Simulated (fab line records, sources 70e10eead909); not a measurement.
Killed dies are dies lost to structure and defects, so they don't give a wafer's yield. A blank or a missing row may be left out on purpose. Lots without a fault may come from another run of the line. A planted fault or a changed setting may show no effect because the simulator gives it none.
Chamber matching | flow nand_harc | NHARC_A_STAIRCASE_DESCUM_219 on rie_diel-13: 4 sister chambers
The step chemistry O2, time 3 s. 27 wafers are shown with their chamber, then 12 later ones without.

WAFERS WITH THEIR CHAMBER
wafer  | chamber | showerhead_plenum_p_Torr (Torr) | drypump_motor_current_A (A) | rf_vpp_V (V)
L077.2 | 3       | 1.81                            | 6.1                         | 57.0
L077.3 | 2       | 2.07                            | 6.2                         | 57.8
L077.6 | 2       | 2.07                            | 6.3                         | 58.8
L080.1 | 0       | 1.82                            | 6.5                         | 57.5
L080.2 | 2       | 2.07                            | 6.3                         | 58.6
L080.3 | 1       | 1.99                            | 6.4                         | 58.7
L080.4 | 3       | 1.81                            | 6.1                         | 57.9
L080.5 | 1       | 1.99                            | 6.4                         | 59.0
L080.6 | 0       | 1.82                            | 6.5                         | 56.0
L079.1 | 3       | 1.81                            | 6.1                         | 57.2
L079.4 | 2       | 2.07                            | 6.3                         | 58.3
L079.6 | 3       | 1.81                            | 6.1                         | 56.5
L079.2 | 1       | 1.99                            | 6.4                         | 59.5
L079.3 | 0       | 1.82                            | 6.4                         | 57.6
L079.5 | 2       | 2.07                            | 6.3                         | 58.4
L081.1 | 1       | 1.99                            | 6.4                         | 59.2
L081.2 | 2       | 2.07                            | 6.2                         | 57.9
L081.3 | 3       | 1.80                            | 6.1                         | 60.1
L081.4 | 0       | 1.81                            | 6.4                         | 56.1
L081.5 | 1       | 1.99                            | 6.4                         | 57.9
L081.6 | 2       | 2.07                            | 6.3                         | 58.4
L084.3 | 2       | 2.07                            | 6.3                         | 59.5
L084.4 | 0       | 1.81                            | 6.5                         | 58.1
L084.6 | 3       | 1.80                            | 6.1                         | 58.2
L091.2 | 1       | 1.98                            | 6.4                         | 58.4
L091.4 | 3       | 1.80                            | 6.0                         | 56.6
L091.5 | 0       | 1.81                            | 6.5                         | 55.7

SIGNATURES (means of the wafers above)
reading                  | chamber 0 | chamber 1 | chamber 2 | chamber 3 | scatter within a chamber
showerhead_plenum_p_Torr | 1.8150    | 1.9883    | 2.0700    | 1.8057    | 0.0042
drypump_motor_current_A  | 6.467     | 6.400     | 6.275     | 6.086     | 0.0401
rf_vpp_V                 | 56.833    | 58.783    | 58.462    | 57.643    | 0.89
Rule: a wafer's distance from a chamber is the root of the sum, over the readings, of the square of ((its reading less the chamber's mean) divided by the reading's scatter). The wafer belongs to the nearest chamber; if the next one is less than 2 further off, it can't be placed. The scatter: the root of (the sum of the squares of (reading less its chamber's mean) over the shown wafers, divided by (wafers less chambers)).

WAFERS WITHOUT THEIR CHAMBER
wafer  | showerhead_plenum_p_Torr (Torr) | drypump_motor_current_A (A) | rf_vpp_V (V)
L090.1 | 1.81                            | 6.4                         | 58.0
L090.2 | 2.06                            | 6.3                         | 57.8
L090.3 | 1.98                            | 6.4                         | 58.4
L092.2 | 1.98                            | 6.4                         | 57.1
L092.4 | 1.80                            | 6.1                         | 57.4
L092.5 | 2.06                            | 6.3                         | 58.6
L094.1 | 2.05                            | 6.2                         | 56.5
L094.2 | 1.80                            | 6.4                         | 57.2
L094.4 | 1.98                            | 6.4                         | 58.8
L094.3 | 1.79                            | 6.1                         | 57.2
L094.5 | 2.05                            | 6.3                         | 57.9
L094.6 | 1.98                            | 6.4                         | 56.9

WHICH CHAMBER EACH WENT THROUGH
wafer  | from the rows above | in truth
L090.1 | 0                   | 0
L090.2 | 2                   | 2
L090.3 | 1                   | 1
L092.2 | 1                   | 1
L092.4 | 3                   | 3
L092.5 | 2                   | 2
L094.1 | 2                   | 2
L094.2 | 0                   | 0
L094.4 | 1                   | 1
L094.3 | 3                   | 3
L094.5 | 2                   | 2
L094.6 | 1                   | 1
Placed correctly: 12 of 12. Can't be placed from these rows: 0. Placed wrongly: 0.
